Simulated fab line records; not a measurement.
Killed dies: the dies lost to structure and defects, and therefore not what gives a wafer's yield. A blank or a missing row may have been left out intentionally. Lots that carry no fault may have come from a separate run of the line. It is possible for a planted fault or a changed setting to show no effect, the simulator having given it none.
The tool behind it: which one?	flow nand harc	21 lots, 63 wafers sampled, at 6 steps of a route of 1302

WHAT THE GAUGES READ, wafer by wafer
The record lacks any reading of a measuring or inspecting step that a usual standard deviation could be used to judge.

WHAT TOOL EACH LOT RAN ON (gives the tool, then ch and the chambers of the sampled wafers, and finally the start)
lot	NHARC_A_CHANNEL_FILL_D2_STRIP_29	NHARC_A_CHANNEL_FILL_D2_RTA_24	NHARC_A_STAIRCASE_DEP_156	NHARC_A_STAIRCASE_ETCH_169	NHARC_A_STAIRCASE_TRIM_12	NHARC_A_STAIRCASE_ETCH_13
L075	rie diel-05 ch 0,1, day 15 17:49 or earlier	rtp anneal-02 ch 0, day 15 17:49	pecvd-04 ch 0,1,2, day 15 18:05	rie diel-08 ch 2,3, day 15 19:04	rie diel-07 ch 0,2,3, day 15 20:52	rie diel-07 ch 0,2,3, no start
L074	rie diel-02 ch 0,1,3, day 15 17:44 or earlier	rtp anneal-01 ch 0, day 15 17:44	pecvd-02 ch 0,1, day 15 18:02	rie diel-08 ch 0,2,3, day 15 19:14	rie diel-10 ch 0,1,3, day 15 21:11	rie diel-10 ch 1,2,3, no start
L076	rie diel-05 ch 1,3, day 16 07:26 or earlier	rtp anneal-02 ch 0, day 16 07:26	pecvd-04 ch 0,2, day 16 07:40	rie diel-08 ch 0,1, day 16 08:45	rie diel-07 ch 2,3, day 16 10:40	rie diel-07 ch 1,2, no start
L077	rie diel-02 ch 0,1,2, day 16 09:44	rtp anneal-02 ch 0, day 17 04:14	pecvd-04 ch 1,2, day 17 04:45	rie diel-08 ch 0,1,2, day 17 05:58	rie diel-07 ch 0,3, day 17 07:47	rie diel-07 ch 0,1,3, no start
L079	rie diel-01 ch 0,2, day 17 16:13 or earlier	rtp anneal-01 ch 0, day 17 16:13	pecvd-04 ch 0,2, day 17 16:34	rie diel-08 ch 1,3, day 17 17:32	rie diel-10 ch 0,2,3, day 17 19:21	rie diel-10 ch 0,3, no start
L078	rie diel-01 ch 1,2, day 17 16:20 or earlier	rtp anneal-02 ch 0, day 17 16:20	pecvd-02 ch 0,2, day 17 16:38	rie diel-10 ch 0,1, day 17 17:41	rie diel-07 ch 0,3, day 17 19:32	rie diel-07 ch 0,2,3, no start
L082	rie diel-05 ch 1,3, day 18 18:35 or earlier	rtp anneal-02 ch 0, day 18 18:35	pecvd-03 ch 0,1,2, day 18 18:52	rie diel-07 ch 0,1,3, day 18 20:08	rie diel-08 ch 1,2,3, day 18 22:06	rie diel-08 ch 2,3, no start
L080	rie diel-02 ch 0,1,3, day 18 12:32	rtp anneal-01 ch 0, day 18 18:40	pecvd-02 ch 0,1,2, day 18 18:56	rie diel-07 ch 2,3, day 18 19:55	rie diel-07 ch 0,2,3, day 18 21:43	rie diel-07 ch 0,1, no start
L081	rie diel-01 ch 0,1,3, day 18 18:46 or earlier	rtp anneal-01 ch 0, day 18 18:46	pecvd-04 ch 0,1,2, day 18 19:01	rie diel-07 ch 1,2,3, day 18 20:19	rie diel-10 ch 0,1, day 18 22:25	rie diel-10 ch 1,2, no start
L083	rie diel-02 ch 1,2, day 19 15:35 or earlier	rtp anneal-02 ch 0, day 19 15:35	pecvd-02 ch 0,1,2, day 19 15:48	rie diel-10 ch 0,3, day 19 16:52	rie diel-10 ch 2,3, day 19 18:42	rie diel-10 ch 0,3, no start
L084	rie diel-05 ch 0,1,2, day 20 10:34 or earlier	rtp anneal-01 ch 0, day 20 10:34	pecvd-04 ch 0,2, day 20 10:49	rie diel-07 ch 0,1,2, day 20 11:53	rie diel-08 ch 1,2,3, day 20 13:42	rie diel-08 ch 0,1,2, no start
L086	rie diel-02 ch 0,1,2, day 20 14:07 or earlier	rtp anneal-02 ch 0, day 20 14:07	pecvd-03 ch 0,1,2, day 20 14:23	rie diel-08 ch 0,2,3, day 20 15:40	rie diel-10 ch 0,2, day 20 17:31	rie diel-10 ch 0,1, no start
L085	rie diel-01 ch 1,2, day 20 14:11 or earlier	rtp anneal-01 ch 0, day 20 14:11	pecvd-02 ch 0,2, day 20 14:23	rie diel-08 ch 0,1, day 20 15:52	rie diel-10 ch 0,3, day 20 19:22	rie diel-10 ch 1,2,3, no start
L087	rie diel-05 ch 0,2, day 20 18:59	rtp anneal-01 ch 0, day 21 01:10	pecvd-03 ch 0,2, day 21 01:26	rie diel-10 ch 0,1,2, day 21 02:34	rie diel-07 ch 1,2,3, day 21 04:20	rie diel-07 ch 0,1,3, no start
L088	rie diel-02 ch 0,1,3, day 21 20:39 or earlier	rtp anneal-01 ch 0, day 21 20:39	pecvd-02 ch 1,2, day 21 21:08	rie diel-10 ch 2,3, day 21 22:03	rie diel-08 ch 1,2, day 21 23:53	rie diel-08 ch 0,1,2, no start
L089	rie diel-05 ch 0,1,3, day 21 20:48 or earlier	rtp anneal-01 ch 0, day 21 20:48	pecvd-03 ch 0,1, day 21 21:08	rie diel-07 ch 0,2,3, day 21 22:12	rie diel-07 ch 0,2,3, day 22 00:15	rie diel-07 ch 0,1,2, no start
L091	rie diel-05 ch 1,2,3, day 22 03:39 or earlier	rtp anneal-02 ch 0, day 22 03:39	pecvd-03 ch 0,1,2, day 22 03:56	rie diel-07 ch 1,2,3, day 22 04:54	rie diel-10 ch 0,2,3, day 22 09:44	rie diel-10 ch 0,1,3, no start
L094	rie diel-02 ch 2,3, day 23 19:39 or earlier	rtp anneal-01 ch 0, day 23 19:39	pecvd-04 ch 0,1,2, day 23 19:53	rie diel-10 ch 2,3, day 23 20:56	rie diel-10 ch 0,2,3, day 23 22:49	rie diel-10 ch 0,1,3, no start
L095	rie diel-05 ch 0,1,2, day 25 00:23 or earlier	rtp anneal-01 ch 0, day 25 00:23	pecvd-04 ch 0,2, day 25 00:38	rie diel-07 ch 2,3, day 25 01:43	rie diel-10 ch 1,2,3, day 25 05:02	rie diel-10 ch 0,2,3, no start
L096	rie diel-05 ch 1,2, day 25 04:43 or earlier	rtp anneal-02 ch 0, day 25 04:43	pecvd-04 ch 0,1, day 25 04:59	rie diel-07 ch 0,2, day 25 06:08	rie diel-07 ch 0,1,3, day 25 08:01	rie diel-07 ch 1,2,3, no start
L097	rie diel-05 ch 2,3, day 25 05:18	rtp anneal-01 ch 0, day 25 11:31	pecvd-02 ch 0,1,2, day 25 11:44	rie diel-07 ch 0,3, day 25 12:47	rie diel-08 ch 0,2,3, day 25 14:40	rie diel-08 ch 0,1,3, no start
- NHARC_A_CHANNEL_FILL_D2_STRIP_29: strips in O2, time 20 s.
- NHARC_A_CHANNEL_FILL_D2_RTA_24: time 5 s.
- NHARC_A_STAIRCASE_DEP_156: deposits SiNx, target thk 50 nm.
- NHARC_A_STAIRCASE_ETCH_169: etches the open film in CH3F/O2, target depth 50 nm, time 107.1 s.
- NHARC_A_STAIRCASE_TRIM_12: chemistry O2, time 211.2 s.
- NHARC_A_STAIRCASE_ETCH_13: etches the open film in C4F8/O2, target depth 100 nm, time 40.5 s.

WHAT THE TOOLS THEMSELVES READ (means of the sampled wafers that have a number; where no wafer has one, the mark that the record gives instead)
NHARC_A_CHANNEL_FILL_D2_STRIP_29.
lot	tool	chamber pressure mTorr (mTorr)	drypump motor current A (A)	oes product au (a.u.)	rf vpp V (V)	showerhead plenum p Torr (Torr)	throttle valve pct (%)
L075	rie diel-05	60.02	6.1	0.993	57.4	3.31	17.038
L074	rie diel-02	60.01	5.6	0.990	57.4	3.41	17.031
L076	rie diel-05	60.00	5.4	0.993	57.4	3.43	17.035
L077	rie diel-02	60.02	5.9	1.003	57.4	3.35	17.042
L079	rie diel-01	60.06	5.8	1.001	58.1	3.40	17.044
L078	rie diel-01	60.03	6.0	1.001	57.4	3.44	17.036
L082	rie diel-05	59.96	5.3	0.986	57.1	3.56	17.035
L080	rie diel-02	60.01	5.6	1.000	58.1	3.41	17.044
L081	rie diel-01	60.02	5.8	1.010	57.8	3.50	17.032
L083	rie diel-02	60.02	6.1	1.002	57.2	3.33	17.037
L084	rie diel-05	60.04	6.0	1.011	57.1	3.39	17.034
L086	rie diel-02	59.97	5.9	1.004	57.8	3.35	17.042
L085	rie diel-01	60.01	6.2	1.007	58.4	3.50	17.033
L087	rie diel-05	59.97	6.2	0.993	58.0	3.40	17.041
L088	rie diel-02	60.00	5.5	1.000	58.0	3.41	17.043
L089	rie diel-05	59.97	5.7	0.988	57.9	3.43	17.028
L091	rie diel-05	59.98	5.5	0.992	57.1	3.52	17.032
L094	rie diel-02	59.97	6.0	1.001	57.3	3.37	17.030
L095	rie diel-05	60.01	6.0	0.996	57.5	3.39	17.041
L096	rie diel-05	60.04	5.6	1.002	57.4	3.39	17.041
L097	rie diel-05	59.98	5.3	0.992	57.8	3.65	17.038

NHARC_A_CHANNEL_FILL_D2_RTA_24.
lot	tool	lamp power pct (%)	lamp_zone_1_pct (%)	lamp_zone_3_pct (%)	wafer_temp_C_max
L075	rtp anneal-02	33.2	33.2	33.2	1008.3
L074	rtp anneal-01	34.0	33.9	34.0	1006.8
L076	rtp anneal-02	33.2	33.2	33.2	1007.3
L077	rtp anneal-02	33.2	33.2	33.2	1006.4
L079	rtp anneal-01	33.9	34.0	33.9	1005.8
L078	rtp anneal-02	33.2	33.2	33.2	1005.1
L082	rtp anneal-02	33.2	33.2	33.2	1007.9
L080	rtp anneal-01	34.0	34.0	33.9	1005.2
L081	rtp anneal-01	33.9	33.9	33.9	1004.5
L083	rtp anneal-02	33.2	33.1	33.2	1005.7
L084	rtp anneal-01	34.0	34.0	34.0	1006.6
L086	rtp anneal-02	33.2	33.2	33.2	1006.2
L085	rtp anneal-01	34.0	34.0	34.0	1007.2
L087	rtp anneal-01	34.0	34.0	34.0	1006.0
L088	rtp anneal-01	34.0	34.0	34.0	1004.4
L089	rtp anneal-01	33.9	33.9	33.9	1005.4
L091	rtp anneal-02	33.2	33.2	33.2	1007.0
L094	rtp anneal-01	34.0	34.0	34.0	1006.0
L095	rtp anneal-01	34.0	34.0	34.0	1005.8
L096	rtp anneal-02	33.2	33.2	33.2	1007.4
L097	rtp anneal-01	34.0	34.0	34.0	1006.7

NHARC_A_STAIRCASE_DEP_156.
lot	tool	heater power w (W)
L075	pecvd-04	665
L074	pecvd-02	683
L076	pecvd-04	623
L077	pecvd-04	704
L079	pecvd-04	607
L078	pecvd-02	713
L082	pecvd-03	676
L080	pecvd-02	719
L081	pecvd-04	674
L083	pecvd-02	715
L084	pecvd-04	686
L086	pecvd-03	641
L085	pecvd-02	740
L087	pecvd-03	678
L088	pecvd-02	689
L089	pecvd-03	642
L091	pecvd-03	677
L094	pecvd-04	694
L095	pecvd-04	725
L096	pecvd-04	675
L097	pecvd-02	697

NHARC_A_STAIRCASE_ETCH_169.
lot	tool	chamber pressure mTorr (mTorr)	drypump motor current A (A)	oes product au (a.u.)	rf vpp V (V)	showerhead plenum p Torr (Torr)	throttle valve pct (%)
L075	rie diel-08	24.999	6.2	0.967	245.2	2.50	20.658
L074	rie diel-08	24.993	6.1	0.951	245.0	2.52	20.666
L076	rie diel-08	24.999	6.2	0.964	245.7	2.55	20.663
L077	rie diel-08	25.011	6.4	0.959	245.4	2.53	20.668
L079	rie diel-08	24.998	6.3	0.962	243.9	2.39	20.657
L078	rie diel-10	24.995	5.4	0.950	244.5	2.45	20.664
L082	rie diel-07	25.009	5.5	0.919	243.6	2.39	20.659
L080	rie diel-07	25.010	6.0	0.916	246.0	2.55	20.668
L081	rie diel-07	25.000	5.7	0.931	244.9	2.51	20.664
L083	rie diel-10	24.994	5.5	0.972	243.3	2.35	20.662
L084	rie diel-07	24.968	5.8	0.968	244.6	2.49	20.672
L086	rie diel-08	24.992	6.1	0.937	244.5	2.51	20.658
L085	rie diel-08	25.027	6.2	0.939	245.9	2.54	20.658
L087	rie diel-10	24.996	5.4	0.955	242.7	2.38	20.666
L088	rie diel-10	24.992	5.5	0.993	241.9	2.32	20.661
L089	rie diel-07	25.009	5.8	0.969	244.2	2.43	20.661
L091	rie diel-07	25.001	5.6	0.947	244.1	2.50	20.659
L094	rie diel-10	25.000	5.6	0.965	242.4	2.31	20.665
L095	rie diel-07	24.978	6.0	0.970	244.7	2.53	20.662
L096	rie diel-07	25.039	6.0	0.929	243.2	2.40	20.657
L097	rie diel-07	25.009	5.6	0.974	243.4	2.32	20.666

NHARC_A_STAIRCASE_TRIM_12.
lot	tool	chamber pressure mTorr (mTorr)	drypump motor current A (A)	oes product au (a.u.)	rf vpp V (V)	showerhead plenum p Torr (Torr)	throttle valve pct (%)
L075	rie diel-07	59.97	5.9	0.982	58.3	3.51	17.036
L074	rie diel-10	60.00	5.4	1.002	58.2	3.45	17.041
L076	rie diel-07	59.96	5.7	0.990	57.3	3.53	17.038
L077	rie diel-07	60.04	5.6	0.988	57.7	3.37	17.044
L079	rie diel-10	59.99	5.5	0.999	57.8	3.37	17.043
L078	rie diel-07	60.06	5.8	0.988	56.9	3.34	17.036
L082	rie diel-08	59.94	6.3	1.007	57.9	3.51	17.042
L080	rie diel-07	60.00	5.9	0.978	58.5	3.49	17.035
L081	rie diel-10	60.00	5.4	1.007	57.5	3.45	17.042
L083	rie diel-10	59.96	5.6	1.010	57.7	3.33	17.039
L084	rie diel-08	60.06	6.3	1.012	58.1	3.50	17.038
L086	rie diel-10	59.98	5.5	1.019	57.4	3.37	17.040
L085	rie diel-10	60.05	5.5	1.007	58.4	3.38	17.037
L087	rie diel-07	59.97	5.6	1.002	57.4	3.59	17.035
L088	rie diel-08	60.03	6.5	1.015	57.4	3.58	17.033
L089	rie diel-07	59.96	5.9	1.004	57.5	3.48	17.035
L091	rie diel-10	59.97	5.5	1.014	56.8	3.35	17.032
L094	rie diel-10	59.98	5.5	1.017	57.5	3.34	17.036
L095	rie diel-10	59.99	5.4	1.008	58.3	3.39	17.032
L096	rie diel-07	60.04	5.6	1.003	57.5	3.42	17.040
L097	rie diel-08	60.03	6.0	0.994	58.6	3.57	17.037

NHARC_A_STAIRCASE_ETCH_13.
lot	tool	chamber pressure mTorr (mTorr)	oes product au (a.u.)	rf vpp V (V)
L075	rie diel-07	24.985	0.933	894
L074	rie diel-10	24.990	0.946	893
L076	rie diel-07	25.023	0.937	905
L077	rie diel-07	25.002	0.943	893
L079	rie diel-10	25.001	0.955	890
L078	rie diel-07	24.997	0.914	895
L082	rie diel-08	25.005	0.926	898
L080	rie diel-07	25.011	0.960	896
L081	rie diel-10	25.019	0.939	895
L083	rie diel-10	25.000	0.953	890
L084	rie diel-08	25.000	0.970	899
L086	rie diel-10	25.000	0.947	893
L085	rie diel-10	25.011	0.936	892
L087	rie diel-07	25.004	0.932	893
L088	rie diel-08	24.986	0.932	899
L089	rie diel-07	25.008	0.945	897
L091	rie diel-10	25.005	0.944	892
L094	rie diel-10	25.015	0.938	893
L095	rie diel-10	24.998	0.939	888
L096	rie diel-07	25.009	0.937	897
L097	rie diel-08	24.990	0.932	895

THE ANSWER, worked out from the rows above alone
Rule: what is usual is taken from the lots themselves. The widest of any qualifying gaps counts: lots, ordered by their means at a reading, are off when they make up no more than a third of the lots, leave a main group of 4 or more, and stand apart from it by 3 or more times the standard deviation of that group's means. Not used: any main group whose means are identical at the precision the tables above print for the reading. Also off: a lot with no number at a reading for which 4 or more lots have one. All remaining lots with rows at the step are treated as sound. The gauges are gone through in route order, then the tools' own readings, and for those a lot's mean is taken as printed above. At the first step where some lot is off, the reading lying furthest off is the one used; lots without a number count as furthest.
No lot is off at any reading shown: from this, nothing can be told.

WHAT THE SIMULATOR HAD INSERTED
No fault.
